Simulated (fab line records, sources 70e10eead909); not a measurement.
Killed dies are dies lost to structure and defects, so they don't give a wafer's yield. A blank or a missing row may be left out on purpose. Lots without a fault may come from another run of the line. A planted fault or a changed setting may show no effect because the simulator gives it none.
Chamber matching | flow nand_harc | NHARC_P_M2_CMP_23 on cmp-01: 4 sister chambers
The step polishes, t overpolish 20 s, target thk 144.3 nm. 4 wafers are shown with their chamber, then 9 later ones without.

WAFERS WITH THEIR CHAMBER
wafer  | chamber | motor_current_A (A)
L083.2 | 3       | 11.2
L083.4 | 0       | 13.8
L084.3 | 1       | 11.2
L084.5 | 2       | 11.8

WAFERS WITHOUT THEIR CHAMBER
wafer  | motor_current_A (A)
L087.2 | 10.6
L087.3 | 10.8
L087.4 | 11.6
L095.3 | 11.2
L095.4 | 10.5
L095.6 | 11.4
L096.3 | 11.7
L096.4 | 13.3
L096.5 | 11.1

WHICH CHAMBER EACH WENT THROUGH
wafer  | from the rows above          | in truth
L087.2 | can't be placed: 1 or 3 or 2 | 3
L087.3 | can't be placed: 1 or 3 or 2 | 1
L087.4 | can't be placed: 2 or 1 or 3 | 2
L095.3 | can't be placed: 1 or 3 or 2 | 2
L095.4 | can't be placed: 1 or 3 or 2 | 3
L095.6 | can't be placed: 1 or 3 or 2 | 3
L096.3 | can't be placed: 2 or 1 or 3 | 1
L096.4 | 0                            | 0
L096.5 | can't be placed: 1 or 3 or 2 | 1
Placed correctly: 1 of 9. Can't be placed from these rows: 8 (the true chamber is among the candidates in 8). Placed wrongly: 0.
How it was worked out, from the rows above alone: a wafer's distance from a chamber is the root of the sum, over the readings, of the square of ((its reading less the chamber's mean) divided by the reading's scatter). The wafer belongs to the nearest chamber; if the next one is less than 2 further off, it can't be placed. A chamber's mean is the mean of its shown wafers. The scatter: with one shown wafer a chamber, the root of the mean of the squares of how far each hidden wafer lies from its nearest shown one.
